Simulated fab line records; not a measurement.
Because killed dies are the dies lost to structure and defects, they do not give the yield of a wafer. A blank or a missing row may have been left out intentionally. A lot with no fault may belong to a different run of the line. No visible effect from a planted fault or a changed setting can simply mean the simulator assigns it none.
Problem report, 8D (eight disciplines) form, completed by code | flow nandHarc | the parts of the form that need people (team, actions taken, sign-off) are left out

## 1. THE ISSUE
oesProductAu at NHARC_A_M0_ETCH_34 reads a mean of 0.864 a.u. on 6 wafers of 2 lots; wafers without a fault read 1.002 a.u. with a standard deviation of 0.01. Measured from the usual mean, that is -14 standard deviations.
The step: etches the open film in N2/H2, target depth 40 nm, overetch 12 nm, time 43.94 s.
Earliest sighting: wafer L100.3 on rieDiel-11 at day 25 17:25. At this step, 36 wafers from 12 lots have a number in the record. The rule behind "out" and "out of limits": a value lying over 4 standard deviations away from the usual mean. The other wafers with a number count as sound.

## 2. WHAT THIS IS AND IS NOT
question                    | is                     | is not
which readings at this step | oesProductAu           | drypumpMotorCurrentA, rfVppV, showerheadPlenumPTorr, throttleValvePct
which lots                  | L100, L101             | L109, L112, L113, L114, L115, L116, L993, L994, L996, L997
which wafers of those lots  | all that have a number | -
read on which tools         | rieDiel-11             | rieDiel-08, rieDiel-09
when                        | from day 25 17:25      | up to then (12 sound wafers); but 18 sound wafers of L109, L112, L113, L114, L115, L116 came after

## 3. SUSPECTS, AND WHAT RULES EACH OUT
Counting: a tool at any process step up to the reading remains a suspect when it ran all the lots that are out and ran no sound lot after the first of those.
- rieDiel-11 at NHARC_A_M0_ETCH_34 (etches the open film in N2/H2, target depth 40 nm, overetch 12 nm, time 43.94 s): ruled out as a lasting fault. Sound lots L113 ran on it after its first lot that is out, L100 (day 25 17:25).
Left after counting: nothing in the record.

## 4. THE CAUSE (what the simulator had put in)
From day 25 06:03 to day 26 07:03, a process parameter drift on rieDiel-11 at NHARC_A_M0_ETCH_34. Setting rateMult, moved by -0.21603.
Counting ruled it out, wrongly.

## 5. THE EFFECT CHAIN, in route order
Each row: a reading where the mean over the struck wafers with a number is more than 3 standard deviations away from the usual. Readings are gone through only where the record gives a usual standard deviation; hours: the median, over the lots, of the time from a lot's start at the first step in this table giving one to that lot's start at this step; sigmas: the change measured in usual standard deviations.
hours | step               | reading      | usual      | on struck wafers | change | sigmas
0     | NHARC_A_M0_ETCH_34 | oesProductAu | 1.002 a.u. | 0.864            | -0.138 | -14
Its process steps:
- NHARC_A_M0_ETCH_34: etches the open film in N2/H2, target depth 40 nm, overetch 12 nm, time 43.94 s.

## 6. WHAT WOULD HAVE CAUGHT IT SOONER
In this record no reading fell out of limits until day 25 17:25, 11 hours after the fault had begun at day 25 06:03.
